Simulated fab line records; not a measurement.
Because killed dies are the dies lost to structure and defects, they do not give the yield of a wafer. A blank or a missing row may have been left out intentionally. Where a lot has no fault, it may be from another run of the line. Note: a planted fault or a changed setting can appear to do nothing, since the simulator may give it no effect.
Chamber matching | flow n5_finfet | N5_HKMG_FIN_ETCH_35 on rie_diel-04: 4 sister chambers
The step etches SOC in N2/H2, target depth 215.8 nm, time 243.4 s. 4 wafers are shown with their chamber, then 9 later ones without.

## WAFERS WITH THEIR CHAMBER
wafer  | chamber | showerhead_plenum_p_Torr (Torr)
L085.1 | 2       | 2.48
L087.1 | 1       | 2.41
L087.5 | 3       | 2.52
L087.6 | 0       | 2.70

## WAFERS WITHOUT THEIR CHAMBER
wafer  | showerhead_plenum_p_Torr (Torr)
L093.3 | 2.41
L093.5 | 2.52
L093.6 | 2.69
L094.1 | 2.41
L094.2 | 2.52
L094.4 | 2.48
L096.1 | 2.40
L096.2 | 2.47
L096.3 | 2.69

## THE CHAMBER EACH PASSED THROUGH
wafer  | from the rows above | in truth
L093.3 | 1                   | 1
L093.5 | 3                   | 3
L093.6 | 0                   | 0
L094.1 | 1                   | 1
L094.2 | 3                   | 3
L094.4 | 2                   | 2
L096.1 | 1                   | 1
L096.2 | 2                   | 2
L096.3 | 0                   | 0
9 of 9 placed correctly. From these rows, 0 cannot be placed. Wrongly placed: 0.
How it was worked out, from the rows above alone: a wafer's distance from a chamber is the root of the sum, over the readings, of the square of ((its reading less the chamber's mean) divided by the reading's scatter). The wafer belongs to the nearest chamber; if the next one is less than 2 further off, it can't be placed. A chamber's mean is the mean of its shown wafers. The scatter: root of mean squared gap, hidden wafer to nearest shown wafer, with one shown wafer a chamber.
